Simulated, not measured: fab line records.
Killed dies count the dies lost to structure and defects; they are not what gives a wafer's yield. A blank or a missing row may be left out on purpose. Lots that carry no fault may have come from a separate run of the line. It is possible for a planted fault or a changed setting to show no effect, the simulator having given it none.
A struck lot beside a sound one :: flow n5_finfet :: 21 steps out of a route of 1938
Sound: these wafers, L489.1, L489.2, L489.4. Struck: wafers L487.2, L487.5, L487.6. The cause is named last.
At each step with rows: each side's tool, then ch and its chambers, then its first start. Under that, the readings that differ: sound wafers :: struck wafers :: difference of the means :: sigmas: that difference in standard deviations of wafers without a fault.
alike: readings whose means differ by less than 2 such deviations, and words and numbers that are the same on both sides. not compared: withheld readings, readings that some wafer has no value for, bounds like >300 that may hide the same value, and numbers for which the record gives no deviation and whose values overlap.
Wherever a step has rows on one side only, a row that says differs or no value, or a row with sigmas, the two part there. Numbers that have no deviation but don't overlap get no sigmas and don't part them. A reading missing from all wafers of one side parts the sides only when that side holds two or more wafers.

first, 8 steps without rows for these wafers: N5_PASSIVATION_HMDS_37 (time 60 s); N5_PASSIVATION_COAT_38; N5_PASSIVATION_EBR_40; N5_PASSIVATION_SOFTBAKE_39 (time 120 s); N5_PASSIVATION_EXPOSE_41 (exposes mask PASS OPEN, defocus 0 nm, target cd 40000 nm); N5_PASSIVATION_PEB_42; N5_PASSIVATION_DEVELOP_43 (develop time 60 s); N5_PASSIVATION_HARDBAKE_45 (time 120 s).
N5_PASSIVATION_CD_MEAS_44 targets a cd of 40000 nm.
  sound on cd_sem-01 ch 0, day 19 00:02; struck on cd_sem-01 ch 0, day 18 20:01
  alike: cd_nm
N5_PASSIVATION_OVL_MEAS_66:
  sound on overlay-01 ch 0, day 19 00:04; struck on overlay-01 ch 0, day 18 20:02
  alike: PASS_OPEN_OVL
N5_PASSIVATION_INSPECT_67: inspects for defects (macro).
  sound on defect_inspect-01 at day 19 00:05; struck on defect_inspect-02 at day 18 20:04
  alike: raw_defect_count
N5_PASSIVATION_DESCUM_46: chemistry O2, time 7.9 s.
  sound on rie_diel-02 ch 1,3, day 19 00:10; struck on rie_diel-05 ch 0,2,3, day 18 20:05
  alike: drypump_motor_current_A, oes_product_au, rf_vpp_V, showerhead_plenum_p_Torr, throttle_valve_pct
  not compared: rf_hours_counter_h
N5_PASSIVATION_PASS_ETCH_47: etches SiNx in CF4/O2, target depth 770 nm, time 385 s.
  sound on rie_diel-02 ch 1,3, day 19 00:12; struck on rie_diel-05 ch 0,2,3, day 18 20:08
  alike: drypump_motor_current_A, oes_f_703_au, oes_product_au, rf_vpp_V, showerhead_plenum_p_Torr, throttle_valve_pct
  not compared: rf_hours_counter_h
N5_PASSIVATION_ETCH_54: etches SiO2 in CHF3/O2, target depth 880 nm, time 440 s.
  sound on rie_diel-02 ch 1,3, day 19 00:26; struck on rie_diel-05 ch 0,2,3, day 18 20:22
  alike: CHF3_flow_sccm, drypump_motor_current_A, oes_f_703_au, oes_product_au, rf_vpp_V, showerhead_plenum_p_Torr, throttle_valve_pct
  not compared: rf_hours_counter_h
N5_PASSIVATION_STRIP_48: strips in O2.
  sound on rie_diel-02 ch 1,3, day 19 00:43; struck on rie_diel-05 ch 0,2,3, day 18 20:38
  alike: drypump_motor_current_A, oes_product_au, rf_vpp_V, showerhead_plenum_p_Torr, throttle_valve_pct
  not compared: rf_hours_counter_h
then, 4 steps without rows for these wafers: N5_PASSIVATION_STRIP_52 (strips in post etch residue remover, time 1200 s); N5_PASSIVATION_CLEAN_71 (cleans in IPA, time 180 s); N5_PASSIVATION_SRD_72 (time 30 s); N5_PASSIVATION_ANNEAL_56 (time 1800 s).
N5_PASSIVATION_PROBE_49:
  sound on prober-02 at day 19 03:13; struck on prober-01 at day 18 23:14
reading: defect_limited_yield (%)
sound: 92.7 89.5 89.0
struck: 85.4 83.1 83.0
difference: -6.6
sigmas: -4

reading: killed_at_other
sound: 3 0 0
struck: 92 103 102
difference: +98
sigmas: +31

reading: killed_dies
sound: 86 124 130
struck: 172 200 201
difference: +78
sigmas: +4

reading: sort_bin_5_function (%)
sound: 4.0 6.2 6.2
struck: 9.7 10.3 11.4
difference: +5.0
sigmas: +5

reading: sort_n_pass
sound: 1094 1056 1050
struck: 1008 980 979
difference: -78
sigmas: -4

reading: sort_yield_pct (%)
sound: 92.7 89.5 89.0
struck: 85.4 83.1 83.0
difference: -6.6
sigmas: -4
  alike: killed_at_M0_to_M3, killed_at_M4_up, killed_at_contacts, killed_at_front_end, killed_open, killed_short, sort_bin_6_memory
N5_PASSIVATION_INSPECT_57: inspects for defects (macro).
  sound on defect_inspect-02 at day 19 03:34; struck on defect_inspect-01 at day 18 23:33
reading: raw_defect_count
sound: 2 5 1
struck: >300 >300 >300
difference: differs
sigmas: 

## WHERE THEY PART
At N5_PASSIVATION_PROBE_49 first; at N5_PASSIVATION_INSPECT_57 last (within this record only).

WHY: whatever the simulator had introduced
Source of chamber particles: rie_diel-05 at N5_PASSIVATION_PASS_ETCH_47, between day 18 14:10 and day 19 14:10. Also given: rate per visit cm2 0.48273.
